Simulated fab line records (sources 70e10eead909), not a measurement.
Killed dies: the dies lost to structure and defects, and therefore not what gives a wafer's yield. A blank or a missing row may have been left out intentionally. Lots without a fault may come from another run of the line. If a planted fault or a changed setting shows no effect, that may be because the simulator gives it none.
fab line records + flow nand-harc
[record]
- lots = 14
- wafers = 40
- last-day = 24
route steps=1159 shown P_ZERO_WELL@12 P_STI@83 P_GATE@142
lots that met no fault: from a run of the same line without faults
start-h: hours from the record's opening day to when the first of the lot's shown wafers began + wait-h: time in hours since the lot's previous step + " same as the row above + L1.1+2: one row covering several wafers at once + - either no value or no given start + * or withheld: withheld + < > ~ a bound
route shown NAME@n: names a module that has steps shown in the file, with the first one's number in the route + usual: mean and standard deviation over wafers with no fault + same: alike in all rows + chamber/n: place in a boat + sites: per-site readings + _std_site: the standard deviation of these + _edge_site: outer sites' mean less inner sites' + radius-mm: how far each site lies from the wafer's centre + mask NAME#n: copy n + behind: the tool/chamber that last shaped the wafer + hold: why the lot went on hold/how many hours it stayed there/how the hold came to an end + device: which transistor (n, p or np) failed to switch + end of line: tests run on the same wafers once the route is complete + step lacking rows: just its recipe + killed: at the first sort, the dies lost to defects and structure; wafer yield is something else + map: a wafer's dies, x killed, . not, _ none there
set.NAME: the run value of the setting; set.NAME@STEP: its run value at that earlier step + model.NAME: the simulator's own value behind a step, which no gauge read
one table for each step of the route and one row for each wafer, over a sample of lots
services: from which hour (start-h, from the record's first day; less than 0 if before it) a tool's chamber was out of use, for how many hours, and why
[[steps]]
[step NHARC_P_ZERO_WELL_PEB_09]
[recipe]
- peb-temp-c = 128
- peb-time-s = 80
[usual]
- exhaust-pa = 45.0/0.8
- heater-power-total-W = 189.9/0.79
| lot.wafer | tool           | chamber | start-h | wait-h | exhaust-pa | heater-power-total-W |
|-----------|----------------|---------|---------|--------|------------|----------------------|
| L564.2    | litho-track-07 | 0       | 13.21   | 0.1    | 43.6       | 190.8                |
| L564.4    | "              | 0       | "       | "      | 43.7       | 189.5                |
| L564.6    | "              | 0       | "       | "      | 45.5       | 190.7                |
| L565.1    | litho-track-02 | 0       | 19.17   | 0.1    | 44.1       | 188.7                |
| L565.3    | "              | 0       | "       | "      | 45.6       | 189.0                |
| L565.6    | "              | 0       | "       | "      | 45.2       | 190.8                |
| L566.1    | litho-track-02 | 0       | 25.03   | 0.1    | 46.0       | 189.8                |
| L566.2    | "              | 0       | "       | "      | 44.8       | 190.5                |
| L566.6    | "              | 0       | "       | "      | 45.8       | 190.0                |
| L567.2    | litho-track-02 | 0       | 31.16   | 0.1    | 45.4       | 230.6                |
| L567.4    | "              | 0       | "       | "      | 43.7       | 190.7                |
| L569.1    | litho-track-02 | 0       | 43.17   | 0.1    | 44.5       | 231.5                |
| L569.4    | "              | 0       | "       | "      | 45.2       | 188.6                |
| L569.6    | "              | 0       | "       | "      | 43.2       | 190.6                |
| L570.1    | litho-track-02 | 0       | 49.15   | 0.1    | 46.4       | 231.6                |
| L570.2    | "              | 0       | "       | "      | 46.0       | 229.5                |
| L575.2    | litho-track-03 | 0       | 79.21   | 0.1    | 45.9       | 189.5                |
| L575.3    | "              | 0       | "       | "      | 44.4       | 189.3                |
| L575.5    | "              | 0       | "       | "      | 43.9       | 189.8                |
| L577.1    | litho-track-07 | 0       | 91.15   | 0.1    | 44.9       | 190.4                |
| L577.5    | "              | 0       | "       | "      | 44.5       | 190.9                |
| L577.6    | "              | 0       | "       | "      | 45.1       | 190.5                |
| L579.2    | litho-track-03 | 0       | 103.16  | 0.1    | 46.2       | 190.8                |
| L579.5    | "              | 0       | "       | "      | 45.3       | 188.9                |
| L579.6    | "              | 0       | "       | "      | 46.5       | 190.6                |
| L580.2    | litho-track-02 | 0       | 109.03  | 0.1    | 45.2       | 190.3                |
| L580.4    | "              | 0       | "       | "      | 43.8       | 189.3                |
| L580.5    | "              | 0       | "       | "      | 45.2       | 189.5                |
| L582.2    | litho-track-02 | 0       | 121.17  | 0.1    | 44.1       | 190.7                |
| L582.4    | "              | 0       | "       | "      | 43.8       | 189.7                |
| L582.6    | "              | 0       | "       | "      | 45.0       | 189.4                |
| L584.2    | litho-track-02 | 0       | 133.03  | 0.1    | 44.5       | 189.6                |
| L584.5    | "              | 0       | "       | "      | 44.5       | 190.4                |
| L584.6    | "              | 0       | "       | "      | 45.1       | 189.1                |
| L586.1    | litho-track-02 | 0       | 145.15  | 0.1    | 46.1       | 190.9                |
| L586.4    | "              | 0       | "       | "      | 44.9       | 188.8                |
| L586.5    | "              | 0       | "       | "      | 44.4       | 189.8                |
| L587.3    | litho-track-07 | 0       | 151.16  | 0.1    | 44.4       | 188.6                |
| L587.4    | "              | 0       | "       | "      | 44.5       | 189.1                |
| L587.6    | "              | 0       | "       | "      | 44.7       | 190.5                |
[step NHARC_P_ZERO_WELL_CD_MEAS_11]
[recipe]
- target-cd-nm = 500
- landing-energy-ev = 500
[usual]
- cd-nm = 498.6/2.6
| lot.wafer | tool      | chamber | start-h | wait-h | cd-nm |
|-----------|-----------|---------|---------|--------|-------|
| L564.2    | cd-sem-03 | 0       | 13.30   | -      | 497.0 |
| L564.4    | "         | 0       | "       | "      | 497.4 |
| L564.6    | "         | 0       | "       | "      | 499.7 |
| L565.1    | cd-sem-03 | 0       | 19.26   | -      | 498.3 |
| L565.3    | "         | 0       | "       | "      | 498.3 |
| L565.6    | "         | 0       | "       | "      | 500.7 |
| L566.1    | cd-sem-01 | 0       | 25.12   | -      | 493.9 |
| L566.2    | "         | 0       | "       | "      | 500.5 |
| L566.6    | "         | 0       | "       | "      | 500.2 |
| L567.2    | cd-sem-02 | 0       | 31.24   | -      | 481.5 |
| L567.4    | "         | 0       | "       | "      | 499.3 |
| L569.1    | cd-sem-01 | 0       | 43.27   | -      | 480.6 |
| L569.4    | "         | 0       | "       | "      | 499.5 |
| L569.6    | "         | 0       | "       | "      | 496.7 |
| L570.1    | cd-sem-01 | 0       | 49.24   | -      | 480.3 |
| L570.2    | "         | 0       | "       | "      | 483.5 |
| L575.2    | cd-sem-01 | 0       | 79.30   | -      | 503.3 |
| L575.3    | "         | 0       | "       | "      | 501.5 |
| L575.5    | "         | 0       | "       | "      | 498.6 |
| L577.1    | cd-sem-02 | 0       | 91.24   | -      | 497.2 |
| L577.5    | "         | 0       | "       | "      | 495.3 |
| L577.6    | "         | 0       | "       | "      | 496.5 |
| L579.2    | cd-sem-01 | 0       | 103.25  | -      | 503.5 |
| L579.5    | "         | 0       | "       | "      | 500.9 |
| L579.6    | "         | 0       | "       | "      | 503.1 |
| L580.2    | cd-sem-03 | 0       | 109.11  | -      | 497.5 |
| L580.4    | "         | 0       | "       | "      | 499.2 |
| L580.5    | "         | 0       | "       | "      | 500.2 |
| L582.2    | cd-sem-03 | 0       | 121.27  | -      | 499.9 |
| L582.4    | "         | 0       | "       | "      | 501.8 |
| L582.6    | "         | 0       | "       | "      | 496.6 |
| L584.2    | cd-sem-03 | 0       | 133.12  | -      | 499.1 |
| L584.5    | "         | 0       | "       | "      | 499.0 |
| L584.6    | "         | 0       | "       | "      | 496.6 |
| L586.1    | cd-sem-03 | 0       | 145.24  | -      | 497.6 |
| L586.4    | "         | 0       | "       | "      | 496.6 |
| L586.5    | "         | 0       | "       | "      | 497.0 |
| L587.3    | cd-sem-01 | 0       | 151.25  | -      | 498.1 |
| L587.4    | "         | 0       | "       | "      | 499.4 |
| L587.6    | "         | 0       | "       | "      | 497.1 |
[step NHARC_P_ZERO_WELL_RTA_42]
[recipe]
- temp-c = 1100
- time-s = 300
[usual]
- lamp-power-pct = 36.5/2.1
- lamp_zone_3_pct = 36.6/2.1
- lamp_zone_5_pct = 36.5/2.1
- wafer_temp_C_max = 1104.6/1.3
| lot.wafer | tool          | chamber | start-h | wait-h | lamp-power-pct | lamp_zone_3_pct | lamp_zone_5_pct | wafer_temp_C_max |
|-----------|---------------|---------|---------|--------|----------------|-----------------|-----------------|------------------|
| L564.2    | rtp-anneal-02 | 0       | 19.13   | -      | 34.4           | 34.4            | 34.4            | 1102.7           |
| L564.4    | "             | 0       | "       | "      | 34.4           | 34.4            | 34.4            | 1103.9           |
| L564.6    | "             | 0       | "       | "      | 34.4           | 34.5            | 34.4            | 1103.3           |
| L565.1    | rtp-anneal-01 | 0       | 25.06   | -      | 38.6           | 38.7            | 38.6            | 1105.3           |
| L565.3    | "             | 0       | "       | "      | 38.7           | 38.6            | 38.7            | 1105.0           |
| L565.6    | "             | 0       | "       | "      | 38.6           | 38.7            | 38.6            | 1105.0           |
| L566.1    | rtp-anneal-02 | 0       | 30.68   | -      | 34.4           | 34.4            | 34.4            | 1104.4           |
| L566.2    | "             | 0       | "       | "      | 34.4           | 34.4            | 34.4            | 1103.1           |
| L566.6    | "             | 0       | "       | "      | 34.4           | 34.4            | 34.4            | 1103.0           |
| L567.2    | rtp-anneal-02 | 0       | 37.05   | -      | 34.4           | 34.5            | 34.4            | 1102.6           |
| L567.4    | "             | 0       | "       | "      | 34.4           | 34.4            | 34.4            | 1103.7           |
| L569.1    | rtp-anneal-01 | 0       | 49.06   | -      | 38.8           | 38.8            | 38.7            | 1105.3           |
| L569.4    | "             | 0       | "       | "      | 38.6           | 38.8            | 38.7            | 1106.6           |
| L569.6    | "             | 0       | "       | "      | 38.8           | 38.7            | 38.7            | 1105.8           |
| L570.1    | rtp-anneal-01 | 0       | 55.11   | -      | 38.7           | 38.7            | 38.7            | 1104.9           |
| L570.2    | "             | 0       | "       | "      | 38.7           | 38.7            | 38.7            | 1104.8           |
| L575.2    | rtp-anneal-01 | 0       | 84.94   | -      | 38.7           | 38.7            | 38.8            | 1106.4           |
| L575.3    | "             | 0       | "       | "      | 38.7           | 38.7            | 38.7            | 1105.6           |
| L575.5    | "             | 0       | "       | "      | 38.7           | 38.7            | 38.7            | 1106.1           |
| L577.1    | rtp-anneal-02 | 0       | 96.75   | -      | 34.5           | 34.5            | 34.5            | 1102.2           |
| L577.5    | "             | 0       | "       | "      | 34.4           | 34.4            | 34.4            | 1103.7           |
| L577.6    | "             | 0       | "       | "      | 34.4           | 34.4            | 34.4            | 1103.0           |
| L579.2    | rtp-anneal-01 | 0       | 109.14  | -      | 38.7           | 38.6            | 38.6            | 1104.8           |
| L579.5    | "             | 0       | "       | "      | 38.7           | 38.7            | 38.7            | 1105.2           |
| L579.6    | "             | 0       | "       | "      | 38.7           | 38.6            | 38.6            | 1106.6           |
| L580.2    | rtp-anneal-02 | 0       | 114.78  | -      | 34.4           | 34.4            | 34.3            | 1103.5           |
| L580.4    | "             | 0       | "       | "      | 34.4           | 34.4            | 34.4            | 1103.9           |
| L580.5    | "             | 0       | "       | "      | 34.3           | 34.3            | 34.3            | 1103.1           |
| L582.2    | rtp-anneal-02 | 0       | 127.30  | -      | 34.4           | 34.4            | 34.5            | 1104.1           |
| L582.4    | "             | 0       | "       | "      | 34.4           | 34.4            | 34.5            | 1103.4           |
| L582.6    | "             | 0       | "       | "      | 34.4           | 34.4            | 34.4            | 1105.5           |
| L584.2    | rtp-anneal-02 | 0       | 138.94  | -      | 34.3           | 34.4            | 34.3            | 1103.8           |
| L584.5    | "             | 0       | "       | "      | 34.3           | 34.4            | 34.4            | 1105.6           |
| L584.6    | "             | 0       | "       | "      | 34.3           | 34.4            | 34.3            | 1104.4           |
| L586.1    | rtp-anneal-01 | 0       | 150.91  | -      | 38.7           | 38.7            | 38.7            | 1104.2           |
| L586.4    | "             | 0       | "       | "      | 38.7           | 38.8            | 38.8            | 1105.2           |
| L586.5    | "             | 0       | "       | "      | 38.7           | 38.7            | 38.7            | 1106.2           |
| L587.3    | rtp-anneal-02 | 0       | 157.03  | -      | 34.5           | 34.4            | 34.4            | 1103.1           |
| L587.4    | "             | 0       | "       | "      | 34.4           | 34.4            | 34.4            | 1102.7           |
| L587.6    | "             | 0       | "       | "      | 34.4           | 34.4            | 34.5            | 1103.2           |
[step NHARC_P_STI_CD_MEAS_09]
[recipe]
- target-cd-nm = 200
- landing-energy-ev = 500
[usual]
- cd-nm = 199.8/2.6
| lot.wafer | tool      | chamber | start-h | wait-h | cd-nm |
|-----------|-----------|---------|---------|--------|-------|
| L564.2    | cd-sem-02 | 0       | 31.43   | -      | 204.6 |
| L564.4    | "         | 0       | "       | "      | 199.2 |
| L564.6    | "         | 0       | "       | "      | 200.6 |
| L566.1    | cd-sem-02 | 0       | 43.27   | -      | 201.6 |
| L566.2    | "         | 0       | "       | "      | 198.8 |
| L566.6    | "         | 0       | "       | "      | 197.0 |
| L565.1    | cd-sem-03 | 0       | 43.43   | -      | 202.0 |
| L565.3    | "         | 0       | "       | "      | 195.9 |
| L565.6    | "         | 0       | "       | "      | 199.2 |
| L567.2    | cd-sem-03 | 0       | 52.93   | -      | 202.3 |
| L567.4    | "         | 0       | "       | "      | 204.9 |
| L569.1    | cd-sem-02 | 0       | 65.11   | -      | 198.3 |
| L569.4    | "         | 0       | "       | "      | 200.2 |
| L569.6    | "         | 0       | "       | "      | 199.8 |
| L570.1    | cd-sem-02 | 0       | 72.49   | -      | 198.6 |
| L570.2    | "         | 0       | "       | "      | 201.5 |
| L575.2    | cd-sem-02 | 0       | 101.13  | -      | 198.8 |
| L575.3    | "         | 0       | "       | "      | 200.4 |
| L575.5    | "         | 0       | "       | "      | 204.8 |
| L577.1    | cd-sem-03 | 0       | 108.99  | -      | 197.6 |
| L577.5    | "         | 0       | "       | "      | 199.2 |
| L577.6    | "         | 0       | "       | "      | 196.6 |
| L579.2    | cd-sem-03 | 0       | 125.11  | -      | 196.9 |
| L579.5    | "         | 0       | "       | "      | 197.0 |
| L579.6    | "         | 0       | "       | "      | 198.8 |
| L580.2    | cd-sem-02 | 0       | 131.09  | -      | 197.4 |
| L580.4    | "         | 0       | "       | "      | 197.2 |
| L580.5    | "         | 0       | "       | "      | 198.8 |
| L582.2    | cd-sem-03 | 0       | 144.27  | -      | 202.8 |
| L582.4    | "         | 0       | "       | "      | 203.8 |
| L582.6    | "         | 0       | "       | "      | 200.2 |
| L584.2    | cd-sem-02 | 0       | 152.50  | -      | 197.0 |
| L584.5    | "         | 0       | "       | "      | 195.9 |
| L584.6    | "         | 0       | "       | "      | 197.7 |
| L586.1    | cd-sem-01 | 0       | 166.81  | -      | 200.3 |
| L586.4    | "         | 0       | "       | "      | 196.4 |
| L586.5    | "         | 0       | "       | "      | 199.6 |
| L587.3    | cd-sem-02 | 0       | 172.84  | -      | 202.1 |
| L587.4    | "         | 0       | "       | "      | 199.4 |
| L587.6    | "         | 0       | "       | "      | 199.0 |
[step NHARC_P_GATE_OVL_MEAS_27]
[usual]
- overlay-x-nm = 0.0/0.57
- overlay-y-nm = -0.1/0.82
| lot.wafer | tool       | chamber | start-h | wait-h | overlay-x-nm | overlay-y-nm |
|-----------|------------|---------|---------|--------|--------------|--------------|
| L564.2    | overlay-01 | -       | 82.03   | -      | -0.4         | -1.0         |
| L564.4    | "          | -       | "       | "      | -1.1         | -0.4         |
| L564.6    | "          | -       | "       | "      | -1.1         | -0.6         |
| L565.1    | overlay-01 | -       | 97.31   | -      | -0.6         | 0.4          |
| L565.3    | "          | -       | "       | "      | -0.2         | 0.6          |
| L565.6    | "          | -       | "       | "      | -0.5         | 0.2          |
| L566.1    | overlay-02 | -       | 97.87   | -      | 0.8          | 0.5          |
| L566.2    | "          | -       | "       | "      | 0.6          | 0.3          |
| L566.6    | "          | -       | "       | "      | 1.1          | 0.5          |
| L567.2    | overlay-02 | -       | 110.33  | -      | 0.4          | 0.5          |
| L567.4    | "          | -       | "       | "      | -0.9         | 0.5          |
| L569.1    | overlay-02 | -       | 112.32  | -      | 0.1          | 0.1          |
| L569.4    | "          | -       | "       | "      | 0.2          | -0.2         |
| L569.6    | "          | -       | "       | "      | 0.1          | 0.0          |
| L570.1    | overlay-02 | -       | 124.36  | -      | -0.1         | 1.2          |
| L570.2    | "          | -       | "       | "      | -0.1         | 0.9          |
| L577.1    | overlay-02 | -       | 165.30  | -      | -0.4         | -0.4         |
| L577.5    | "          | -       | "       | "      | -0.2         | -1.3         |
| L577.6    | "          | -       | "       | "      | -0.2         | -0.7         |
| L575.2    | overlay-02 | -       | 166.10  | -      | 0.7          | -0.7         |
| L575.3    | "          | -       | "       | "      | 0.1          | -0.5         |
| L575.5    | "          | -       | "       | "      | 0.0          | -0.4         |
| L579.2    | overlay-01 | -       | 176.31  | -      | -0.5         | -0.1         |
| L579.5    | "          | -       | "       | "      | -1.1         | -0.1         |
| L579.6    | "          | -       | "       | "      | -0.9         | 0.0          |
| L580.2    | overlay-02 | -       | 184.28  | -      | 0.7          | 0.0          |
| L580.4    | "          | -       | "       | "      | 0.8          | 0.3          |
| L580.5    | "          | -       | "       | "      | 0.7          | 0.7          |
| L582.2    | overlay-01 | -       | 196.53  | -      | -0.2         | -0.1         |
| L582.4    | "          | -       | "       | "      | -0.7         | -0.3         |
| L582.6    | "          | -       | "       | "      | -0.4         | -0.1         |
| L584.2    | overlay-01 | -       | 211.87  | -      | 0.3          | -0.3         |
| L584.5    | "          | -       | "       | "      | 0.1          | -0.8         |
| L584.6    | "          | -       | "       | "      | -0.1         | 0.1          |
| L586.1    | overlay-01 | -       | 220.73  | -      | 0.4          | -0.3         |
| L586.4    | "          | -       | "       | "      | 0.1          | -0.7         |
| L586.5    | "          | -       | "       | "      | 0.4          | -0.4         |
| L587.3    | overlay-02 | -       | 220.87  | -      | 1.1          | -1.7         |
| L587.4    | "          | -       | "       | "      | 0.5          | -0.8         |
| L587.6    | "          | -       | "       | "      | 0.7          | -1.2         |
[[services]]
| tool           | chamber | start-h | hours | kind |
|----------------|---------|---------|-------|------|
| litho-track-02 | -       | -10.00  | 7.0   | pm   |
| litho-track-07 | -       | 14.03   | 7.0   | pm   |
| litho-track-03 | -       | 38.00   | 7.0   | pm   |
[[key]]
[first-sign]
- step = NHARC_P_ZERO_WELL_PEB_09
- reading = heater-power-total-W
- direction = up
- sigmas = 52
- usual = *
- struck = *
[effect]
- step = NHARC_P_ZERO_WELL_CD_MEAS_11
- reading = cd-nm
- direction = down
- sigmas = 6.6
- usual = 498.6
- struck = 481.5
met-at NHARC_P_ZERO_WELL_PEB_09
struck-lots L567,L569,L570
struck-wafers L567.2,L569.1,L570.1,L570.2
tester-left-out L567,L569,L570
not-acting-at NHARC_P_ZERO_WELL_RTA_42,NHARC_P_STI_CD_MEAS_09,NHARC_P_GATE_OVL_MEAS_27
onset-between 25.03 31.16
[fault]
- kind = process-parameter-drift
- tool = litho-track-02
- chamber = -
- onset-h = 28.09
- steps = NHARC_P_ZERO_WELL_PEB_09
- channel = peb-time-s
- offset = *
- shape = step
- end-h = 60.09
- scope = struck-wafers-only
- acts-in = *
- stated = *
// tester-left-out: of these lots the tester's yield and bins aren't shown, on N5 and GAA mostly nor the transistor test; their killed dies are dies lost to structure and defects alone, not to doping, threshold or leakage, so they don't give the yield
